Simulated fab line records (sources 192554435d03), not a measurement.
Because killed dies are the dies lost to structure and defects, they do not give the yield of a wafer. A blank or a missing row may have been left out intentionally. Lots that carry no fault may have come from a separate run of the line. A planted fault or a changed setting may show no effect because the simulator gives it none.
Lot-split experiment ; flow n5-finfet ; 7 lots, 21 wafers read, on a route of 1938 steps

== ON THE SPLIT ==
At N5_FIN_CUT_ETCH_21 (etches SOC in N2/H2, target depth 219 nm, overetch 43.8 nm, time 523.5 s), the setting bias-w was moved away from the recipe's 61 W on 4 of the 21 wafers read, by -15.0% to +9.1%. For the rest of the wafers, this setting stayed at what the recipe calls for.

The reading is taken at the split's own step.

== THE READING ==
rf-vpp-V, in V, at N5_FIN_CUT_ETCH_21 (etches SOC in N2/H2, target depth 219 nm, overetch 43.8 nm, time 523.5 s). On this fab line, fault-free wafers typically give 240.7 V with a standard deviation of 1.3 V.

wafer;tool, chamber at the split;bias-w as run, W;against the recipe;rf-vpp-V, V;against lot-mates on the recipe
L074.2;rie-diel-02, 0;61;recipe;241.2;-
L074.3;rie-diel-02, 2;61;recipe;240.6;-
L074.4;rie-diel-02, 1;55.23;-9.5%;227.0;-13.9
L075.4;rie-diel-06, 3;53.69;-12.0%;222.4;-18.0
L075.5;rie-diel-06, 3;61;recipe;240.8;-
L075.6;rie-diel-06, 0;61;recipe;239.9;-
L078.1;rie-diel-06, 1;61;recipe;240.3;-
L078.2;rie-diel-06, 2;61;recipe;239.3;-
L078.5;rie-diel-06, 3;61;recipe;242.9;-
L080.2;rie-diel-02, 1;61;recipe;243.2;-
L080.5;rie-diel-02, 3;51.88;-15.0%;216.6;-25.2
L080.6;rie-diel-02, 1;61;recipe;240.5;-
L086.2;rie-diel-02, 3;61;recipe;239.3;-
L086.3;rie-diel-02, 2;61;recipe;239.2;-
L086.5;rie-diel-02, 0;61;recipe;242.5;-
L092.1;rie-diel-02, 1;61;recipe;241.7;-
L092.5;rie-diel-02, 2;61;recipe;240.0;-
L092.6;rie-diel-02, 1;61;recipe;242.0;-
L093.1;rie-diel-06, 2;61;recipe;238.0;-
L093.2;rie-diel-06, 1;66.54;+9.1%;253.1;+13.2
L093.6;rie-diel-06, 3;61;recipe;241.7;-

FIT RESULTS
A straight line over all 21 wafers: rf-vpp-V changes by +1.52 V for each +1% of bias-w; r = +0.98; the points scatter about the line by 1.4 V.
The same after taking each lot's own level away (the mean of its wafers on the recipe; 21 wafers): +1.56 V for each +1%; r = +0.99; scatter 1.3 V.
That fit puts the effect of the largest move of bias-w on the reading at 23 V.
The span of the lots' own levels, 239.85 to 241.85 V, comes to 1.5 times the standard deviation stated above.
The two slopes are in agreement: the lot-to-lot level therefore moves the slope only a little.
Check: with one of the wafers moved furthest among these (-15.0%) left out of the fit, the line predicts -22.1 V for it against its lot-mates. It came out at -25.2 V against them.
Tool readings at the split's step, against how far the setting was moved: rf-vpp-V r = +0.98.

== ADDITIONAL SPLITS CARRIED BY THESE WAFERS ==
Other splits were also applied to these wafers ahead of the reading. Each is held against what the fit with the lots' levels taken away leaves over:
other split on the same wafers;wafers away from the commonest value;r with rf-vpp-V (lot level and that fit taken away)
N5_ZERO_LAYER_PECVD_02 time-s;7;-0.18
N5_ZERO_LAYER_EXPOSE_08 dose-mj;7;+0.05
N5_WELL_APT_COAT_19 spin-rpm;10;+0.12
N5_FIN_SAQP_COAT_49 spin-rpm;6;+0.10
N5_FIN_SAQP_DESCUM_21 time-s;7;-0.20

== FILE'S OWN FIT ==
rf-vpp-V changes by +1.57 V for each +1% of bias-w, r = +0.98.
